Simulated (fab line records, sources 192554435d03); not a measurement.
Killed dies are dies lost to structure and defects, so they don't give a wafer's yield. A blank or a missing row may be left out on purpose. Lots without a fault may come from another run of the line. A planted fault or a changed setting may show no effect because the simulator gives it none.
One fault seen from 3 desks | flow n5_finfet | each desk has only its own numbers; what lay behind them comes last

THE DEFECT DESK
What the inspections along the route counted, lot by lot: means of the sampled wafers that have a number. A lot is out of limits, marked OUT, if its mean lies more than 4 standard deviations from the usual mean; the brackets give that distance.
Columns: A = raw_defect_count at N5_BEOL_M3_INSPECT_30, usual 416
lot  | first seen here | A
L792 | day 8 02:23     | 307
L793 | day 8 18:49     | 406
L798 | day 10 01:40    | 480
L805 | day 11 13:40    | 537
L808 | day 12 17:41    | 412
This desk's finding: nothing out of limits on any of the 5 lots.

THE METROLOGY DESK
What the gauges read, lot by lot, whatever tool the lot ran on: means of the sampled wafers that have a number. A lot is out of limits, marked OUT, if its mean lies more than 4 standard deviations from the usual mean; the brackets give that distance. Of its 12 readings 7 are shown: those that lie furthest out on some lot.
Columns: A = DIBL_N at N5_BEOL_M4_RC_MEAS_101, usual 36.5 mV/V; B = DIBL_P at N5_BEOL_M4_RC_MEAS_101, usual 36.7 mV/V; C = IOFF_P at N5_BEOL_M4_RC_MEAS_101, usual 0.22 nA/um; D = ION_P at N5_BEOL_M4_RC_MEAS_101, usual 462 uA/um; E = SS_P at N5_BEOL_M4_RC_MEAS_101, usual 73.4 mV/dec; F = VT_N at N5_BEOL_M4_RC_MEAS_101, usual 249 mV; G = VT_P at N5_BEOL_M4_RC_MEAS_101, usual -250 mV
lot  | first seen here | A    | B    | C    | D   | E    | F   | G
L792 | day 8 02:17     | 34.9 | 35.2 | 0.19 | 463 | 72.9 | 253 | -251
L793 | day 8 18:44     | 39.6 | 39.5 | 0.29 | 473 | 74.5 | 246 | -244
L798 | day 10 01:35    | 35.8 | 35.6 | 0.18 | 459 | 73.5 | 246 | -252
L805 | day 11 13:35    | 36.9 | 36.9 | 0.27 | 476 | 73.9 | 248 | -242
L808 | day 12 17:35    | 34.1 | 35.9 | 0.18 | 455 | 73.4 | 251 | -255
This desk's finding: nothing out of limits on any of the 5 lots.

THE TOOL OWNER'S DESK: rie_diel-03
The tool's own readings at N5_BEOL_M3_ETCH_70 (etches SOC in N2/H2, target depth 80 nm, overetch 16 nm, time 120 s): means of the sampled wafers that have a number, for each lot that ran on this tool. A lot is out of limits, marked OUT, if its mean lies more than 4 standard deviations from the usual mean; the brackets give that distance.
Columns: A = drypump_motor_current_A at N5_BEOL_M3_ETCH_70, usual 5.6 A; B = oes_product_au at N5_BEOL_M3_ETCH_70, usual 0.59 a.u.; C = rf_vpp_V at N5_BEOL_M3_ETCH_70, usual 524.1 V; D = run_length_s at N5_BEOL_M3_ETCH_70, usual 143.6 s; E = showerhead_plenum_p_Torr at N5_BEOL_M3_ETCH_70, usual 2.55 Torr; F = throttle_valve_pct at N5_BEOL_M3_ETCH_70, usual 17.87 %
lot  | first seen here | A   | B    | C     | D               | E    | F
L792 | day 8 03:12     | 5.7 | 0.56 | 522.9 | 143.5           | 2.53 | 17.99
L798 | day 10 04:34    | 5.6 | 0.72 | 521.5 | 132.6 (-26) OUT | 2.46 | 17.96
This desk's finding: out of limits on L798; first on L798, day 10 04:34 (run_length_s at N5_BEOL_M3_ETCH_70). In limits: L792.

PUT TOGETHER
The tool owner's desk could have raised an alarm at day 10 04:34, on L798.
The defect desk saw nothing out of limits.
The metrology desk saw nothing out of limits.
The defect desk has L798 on record, within its limits.
The metrology desk has L798 on record, within its limits.
Of the lots named, all ran N5_BEOL_M3_ETCH_70 on rie_diel-03.

WHAT THE SIMULATOR HAD PUT IN
Process parameter drift: rie_diel-03, from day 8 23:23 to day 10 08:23, at N5_BEOL_M3_ETCH_70. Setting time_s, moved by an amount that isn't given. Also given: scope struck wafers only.
Lots struck among those shown: L798.
Hours from the fault's start to each desk's first reading out of limits: the tool owner's desk, 29.
